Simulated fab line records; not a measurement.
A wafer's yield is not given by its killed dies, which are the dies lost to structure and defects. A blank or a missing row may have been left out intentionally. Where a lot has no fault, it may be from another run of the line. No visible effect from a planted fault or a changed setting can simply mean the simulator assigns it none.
Which of the tools did it? -- flow nand harc -- 11 lots (33 wafers sampled), 1 step of a 1302-step route

== WHAT THE GAUGES SHOWED, per wafer ==
NHARC_A_CHANNEL_HOLE_D2_OVL_MEAS_11.
lot,measured,on,overlay x nm (nm)
L076,day 14 01:25,overlay-02,-0.4 -0.5 -0.6
L078,day 14 16:20,overlay-02,0.3 0.0 0.1
L079,day 15 10:19,overlay-01,0.4 0.3 0.2
L082,day 16 23:17,overlay-01,-0.8 -1.6 -0.8
L084,day 17 04:40,overlay-02,0.3 -0.2 -0.1
L085,day 17 17:47,overlay-02,1.7 1.4 1.1
L089,day 19 09:02,overlay-02,0.2 0.4 0.7
L091,day 19 12:55,overlay-02,1.3 0.9 1.1
L093,day 20 18:27,overlay-01,-1.1 -0.7 -1.1
L094,day 21 07:52,overlay-02,0.0 0.4 0.8
L096,day 22 04:44,overlay-01,-0.8 -0.5 -0.7

== TOOL THAT RAN EACH LOT (tool first, then ch and the chambers of the sampled wafers, then the start) ==
The record shows no process step preceding these readings.

== THE ANSWER, worked out from the rows above alone ==
Rule: usual is defined by the lots themselves. The widest of any qualifying gaps counts: lots, ordered by their means at a reading, are off when they make up no more than a third of the lots, leave a main group of 4 or more, and stand apart from it by 3 or more times the standard deviation of that group's means. The tables above print the reading to a certain number of digits; a main group whose means all agree to those digits is not used. A lot without any number at a reading at which 4 lots or more have one is off too. The other lots that the step has rows for count as sound.
Across all readings shown, no lot is off: no conclusion can be drawn from this.

== WHAT THE SIMULATOR HAD PUT IN ==
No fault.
